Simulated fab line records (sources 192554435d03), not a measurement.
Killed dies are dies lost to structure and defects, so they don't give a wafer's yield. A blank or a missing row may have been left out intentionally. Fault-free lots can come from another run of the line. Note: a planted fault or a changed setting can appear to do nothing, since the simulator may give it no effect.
Split-lot trial ; flow n5-finfet ; on a route of 1938 steps: 7 lots, 39 wafers read

## THE SPLIT ITSELF
At N5_MOL_CONTACT_COAG_SPUTTER_143 (material Co, target thk 2.5 nm), the setting target-thk-a was moved away from the recipe's 25 angstrom on 12 of the 39 wafers read, by -37.3% to +53.6%. All remaining wafers had this setting at the recipe value.

The split's own step is where the reading is taken.

## THE READING
Co_of_MOL_CONTACT_COAG_SPUTTER_143.thk-nm (the simulator's own value, which no gauge read), in nm, at N5_MOL_CONTACT_COAG_SPUTTER_143 (material Co, target thk 2.5 nm). No usual value for it is given in the file. Across the 27 wafers here that went through the recipe, the average is 2.5 nm and the standard deviation 0.12 nm.

wafer;tool, chamber at the split;target-thk-a as run, angstrom;against the recipe;Co_of_MOL_CONTACT_COAG_SPUTTER_143.thk-nm, nm;against lot-mates on the recipe
L079.1;pvd-sputter-02, -;29.84;+19.4%;3;+0.3
L079.2;pvd-sputter-02, -;29.84;+19.4%;3;+0.3
L079.3;pvd-sputter-02, -;25;recipe;2.8;-
L079.4;pvd-sputter-02, -;25;recipe;2.6;-
L079.6;pvd-sputter-02, -;25;recipe;2.6;-
L079.5;pvd-sputter-02, -;29.84;+19.4%;3.2;+0.5
L083.1;pvd-sputter-02, -;25;recipe;2.4;-
L083.3;pvd-sputter-02, -;25;recipe;2.4;-
L083.5;pvd-sputter-02, -;25;recipe;2.4;-
L083.2;pvd-sputter-02, -;25;recipe;2.6;-
L083.4;pvd-sputter-02, -;25;recipe;2.6;-
L083.6;pvd-sputter-02, -;25;recipe;2.6;-
L087.1;pvd-sputter-01, -;25;recipe;2.4;-
L087.2;pvd-sputter-01, -;25;recipe;2.6;-
L087.4;pvd-sputter-01, -;25;recipe;2.6;-
L087.3;pvd-sputter-01, -;36.65;+46.6%;3.8;+1.3
L087.5;pvd-sputter-01, -;36.65;+46.6%;3.6;+1.1
L087.6;pvd-sputter-01, -;36.65;+46.6%;3.6;+1.1
L089.1;pvd-sputter-02, -;25;recipe;2.6;-
L089.5;pvd-sputter-02, -;25;recipe;2.6;-
L089.2;pvd-sputter-02, -;25;recipe;2.2;-
L089.3;pvd-sputter-02, -;25;recipe;2.4;-
L089.4;pvd-sputter-02, -;25;recipe;2.4;-
L089.6;pvd-sputter-02, -;25;recipe;2.4;-
L091.1;pvd-sputter-02, -;25;recipe;2.4;-
L091.3;pvd-sputter-02, -;25;recipe;2.4;-
L091.4;pvd-sputter-02, -;25;recipe;2.6;-
L095.1;pvd-sputter-02, -;25;recipe;2.6;-
L095.5;pvd-sputter-02, -;25;recipe;2.6;-
L095.2;pvd-sputter-02, -;25;recipe;2.4;-
L095.3;pvd-sputter-02, -;15.67;-37.3%;1.8;-0.7
L095.4;pvd-sputter-02, -;15.67;-37.3%;1.6;-0.9
L095.6;pvd-sputter-02, -;15.67;-37.3%;1.6;-0.9
L096.1;pvd-sputter-03, -;38.41;+53.6%;3.8;+1.2
L096.2;pvd-sputter-03, -;25;recipe;2.6;-
L096.3;pvd-sputter-03, -;25;recipe;2.6;-
L096.6;pvd-sputter-03, -;25;recipe;2.6;-
L096.4;pvd-sputter-03, -;38.41;+53.6%;4;+1.4
L096.5;pvd-sputter-03, -;38.41;+53.6%;4;+1.4

FIT RESULTS
A straight line over all 39 wafers: Co_of_MOL_CONTACT_COAG_SPUTTER_143.thk-nm changes by +0.025 nm for each +1% of target-thk-a; r = +0.98; the points scatter about the line by 0.12 nm.
The same after taking each lot's own level away (the mean of its wafers on the recipe; 39 wafers): +0.0241 nm for each +1%; r = +0.98; scatter 0.11 nm.
On that fit, the largest move of target-thk-a shifts the reading by 1.3 nm.
The lots' own levels span 2.43 to 2.67 nm, that is 1.9 times the standard deviation above.
So the lot-to-lot level changes the slope little: the two slopes agree.
Check: +1.31 nm against its lot-mates is what the line predicts for one of the wafers moved furthest among these (+53.6%) when that wafer is left out of the fit. Against them it came out at +1.2 nm.

## OTHER SPLITS APPLIED TO THESE WAFERS
Other splits were also applied to these wafers ahead of the reading. Each is held against what the fit with the lots' levels taken away leaves over:
other split on the same wafers;wafers away from the commonest value;r with Co_of_MOL_CONTACT_COAG_SPUTTER_143.thk-nm (lot level and that fit taken away)
N5_FIN_SAQP_HM_DEP_72 target-thk-a;9;-0.02
N5_FIN_CUT_CUT_ETCH_15 time-s;9;+0.25

## FILE'S OWN FIT
Co_of_MOL_CONTACT_COAG_SPUTTER_143.thk-nm changes by +0.0241 nm for each +1% of target-thk-a, r = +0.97.
